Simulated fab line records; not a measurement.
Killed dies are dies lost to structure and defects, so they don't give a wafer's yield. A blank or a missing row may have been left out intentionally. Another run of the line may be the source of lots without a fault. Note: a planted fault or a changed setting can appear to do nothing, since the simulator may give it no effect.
Matching of chambers | flow nand_harc | 3 sister chambers for NHARC_A_STAIRCASE_DEP_322 on pecvd-01
The step deposits SiO2, target thk 7200 nm. 6 wafers are shown with their chamber, then 7 later ones without.

WAFERS WITH THEIR CHAMBER
wafer  | chamber | heater_power_w (W)
L079.1 | 1       | 716
L084.3 | 1       | 755
L088.4 | 0       | 690
L088.5 | 2       | 665
L091.1 | 2       | 800
L091.2 | 0       | 757

WAFERS WITH NO CHAMBER GIVEN
wafer  | heater_power_w (W)
L091.6 | 694
L092.3 | 688
L092.4 | 683
L092.5 | 652
L095.2 | 759
L095.5 | 639
L095.6 | 690

WHICH CHAMBER EACH ONE RAN IN
wafer  | from the rows above          | in truth
L091.6 | can't be placed: 0 or 2 or 1 | 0
L092.3 | can't be placed: 0 or 2 or 1 | 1
L092.4 | can't be placed: 0 or 2 or 1 | 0
L092.5 | can't be placed: 0 or 2 or 1 | 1
L095.2 | can't be placed: 1 or 2 or 0 | 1
L095.5 | can't be placed: 0 or 2 or 1 | 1
L095.6 | can't be placed: 0 or 2 or 1 | 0
Correct placement for 0 of the 7. From these rows, 7 cannot be placed; in 7 the true chamber is one of the candidates. Number placed wrongly: 0.
How it was worked out, from the rows above alone: a wafer's distance from a chamber is the root of the sum, over the readings, of the square of ((its reading less the chamber's mean) divided by the reading's scatter). If the next closest chamber is less than 2 further off than the closest, the wafer can't be placed; otherwise it belongs to the closest. For every chamber, the mean is computed from those of its wafers that are shown. The scatter: the root of (the sum of the squares of (reading less its chamber's mean) over the shown wafers, divided by (wafers less chambers)).
